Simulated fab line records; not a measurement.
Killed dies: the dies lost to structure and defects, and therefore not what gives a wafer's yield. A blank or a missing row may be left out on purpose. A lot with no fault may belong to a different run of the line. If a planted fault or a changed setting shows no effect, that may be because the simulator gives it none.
Problem report, 8D (eight disciplines) form, completed by code ; flow n5-finfet ; the parts of the form that need people (team, actions taken, sign-off) are left out

1. THE ISSUE
Mean of run-length-s at N5_BEOL_M15_ETCH_59: 74.4 s across 3 wafers in 3 lots; on wafers with no fault it is 91.2 s (standard deviation 0.48). Relative to the usual mean, that is a shift of -35 standard deviations.
The step: etches BARC in N2/H2, target depth 89 nm, overetch 26.7 nm, time 67.9 s.
The first sign was on wafer L527.6 at day 14 00:34, on rie-diel-03. Wafers with a number at this step in the record: 19, from 7 lots. Rule for "out", or "out of limits": more than 4 standard deviations from the usual mean. All remaining wafers that have a number are taken as sound.

2. WHAT IT IS, WHAT IT ISN'T
question;is;is not
which readings at this step;run-length-s;drypump-motor-current-A, oes-product-au, rf-vpp-V, showerhead-plenum-p-Torr, throttle-valve-pct
which lots;L527, L529, L530;L518, L526, L532, L540
which wafers of those lots;L527.6, L529.6, L530.2;L527.4, L529.3, L529.4, L530.5
read on which tools;rie-diel-03;rie-diel-02
when;from day 14 00:34;"up to then (7 sound wafers); but 9 sound wafers of L529, L530, L532, L540 came after"

3. WHAT RULES OUT EACH SUSPECT
Counting: any tool at a process step up to the reading remains a suspect provided it ran every lot that is out. Sound lots after the first of them don't rule it out here, since some wafers of a struck lot are sound.
- rie-diel-03 at N5_BEOL_M15_DESCUM_15 (chemistry O2, time 7.9 s): kept. It processed each lot that is out (first: L527, day 14 00:32); up to then, its last sound lot is L526 (day 13 08:44).
- rie-diel-03 at N5_BEOL_M15_ETCH_59 (etches BARC in N2/H2, target depth 89 nm, overetch 26.7 nm, time 67.9 s): kept. It processed each lot that is out (first: L527, day 14 00:34); up to then, its last sound lot is L526 (day 13 08:46). Out on those wafers are its own readings of run-length-s.
What counting leaves: rie-diel-03 at N5_BEOL_M15_DESCUM_15 and rie-diel-03 at N5_BEOL_M15_ETCH_59.

4. THE CAUSE (what the simulator had put in)
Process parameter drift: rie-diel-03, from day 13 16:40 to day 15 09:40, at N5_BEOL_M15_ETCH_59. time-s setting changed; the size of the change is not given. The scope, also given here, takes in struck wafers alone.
This tool is one of the 2 suspects left after counting.

5. SEQUENCE OF EFFECTS, ordered by route
One row per reading whose mean, taken over the struck wafers that have a number, lies over 3 standard deviations from the usual. Scope: only readings with a usual standard deviation given in the record; hours: median across lots of the time from each lot's start at the first step in this table that gives one to its start at this step; sigmas: change in usual standard deviations.
hours;step;reading;usual;on struck wafers;change;sigmas
0;N5_BEOL_M15_ETCH_59;run-length-s;91.2 s;74.4;-16.8;-35
Its process steps:
- N5_BEOL_M15_ETCH_59: etches BARC in N2/H2, target depth 89 nm, overetch 26.7 nm, time 67.9 s.

6. WHAT WOULD HAVE CAUGHT IT SOONER
In this record no reading fell out of limits until day 14 00:34, 8 hours after the fault had begun at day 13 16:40.
